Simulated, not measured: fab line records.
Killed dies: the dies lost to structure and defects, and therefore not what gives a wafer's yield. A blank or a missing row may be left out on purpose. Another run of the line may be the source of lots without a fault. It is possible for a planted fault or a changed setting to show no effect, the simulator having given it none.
Chamber matching	flow nand harc	pecvd-03 running NHARC_A_STAIRCASE_DEP_417: 3 sister chambers
The step deposits Si3N4, target thk 60 nm. 22 wafers are shown with their chamber, then 11 later ones without.

== WAFERS, EACH WITH ITS CHAMBER ==
wafer	chamber	heater power w (W)
L075.3	1	842
L075.5	0	831
L075.6	1	827
L076.1	2	620
L076.2	0	807
L076.5	0	797
L082.1	0	666
L082.3	2	635
L082.6	0	668
L084.1	1	689
L084.4	1	695
L084.5	2	712
L089.2	0	752
L089.3	1	707
L089.6	0	766
L085.1	2	601
L085.2	0	690
L085.4	1	784
L086.1	1	718
L086.3	0	753
L086.5	0	750
L087.3	0	755

SIGNATURES, as means of the wafers listed above
reading	chamber 0	chamber 1	chamber 2	scatter within a chamber
heater power w	748.64	751.71	642.00	57.1
Rule: distance of a wafer from a chamber = root of the sum over the readings of ((wafer's reading minus chamber's mean) / reading's scatter) squared. If the next closest chamber is less than 2 further off than the closest, the wafer can't be placed; otherwise it belongs to the closest. The scatter: the root of (the sum of the squares of (reading less its chamber's mean) over the shown wafers, divided by (wafers less chambers)).

== WAFERS WHOSE CHAMBER IS MISSING ==
wafer	heater power w (W)
L087.5	670
L087.6	728
L088.1	654
L088.3	742
L088.5	751
L093.3	672
L093.4	679
L093.5	623
L097.2	715
L097.3	600
L097.6	601

== THE CHAMBER EACH PASSED THROUGH ==
wafer	from the rows above	in truth
L087.5	can't be placed: 2 or 0 or 1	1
L087.6	can't be placed: 0 or 1 or 2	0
L088.1	can't be placed: 2 or 0 or 1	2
L088.3	can't be placed: 0 or 1 or 2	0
L088.5	can't be placed: 1 or 0 or 2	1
L093.3	can't be placed: 2 or 0 or 1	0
L093.4	can't be placed: 2 or 0 or 1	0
L093.5	can't be placed: 2 or 0 or 1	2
L097.2	can't be placed: 0 or 1 or 2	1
L097.3	can't be placed: 2 or 0 or 1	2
L097.6	can't be placed: 2 or 0 or 1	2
Correct placement for 0 of the 11. Cannot be placed on the basis of these rows: 11; the candidates contain the true chamber in 11. Placed wrongly: 0.
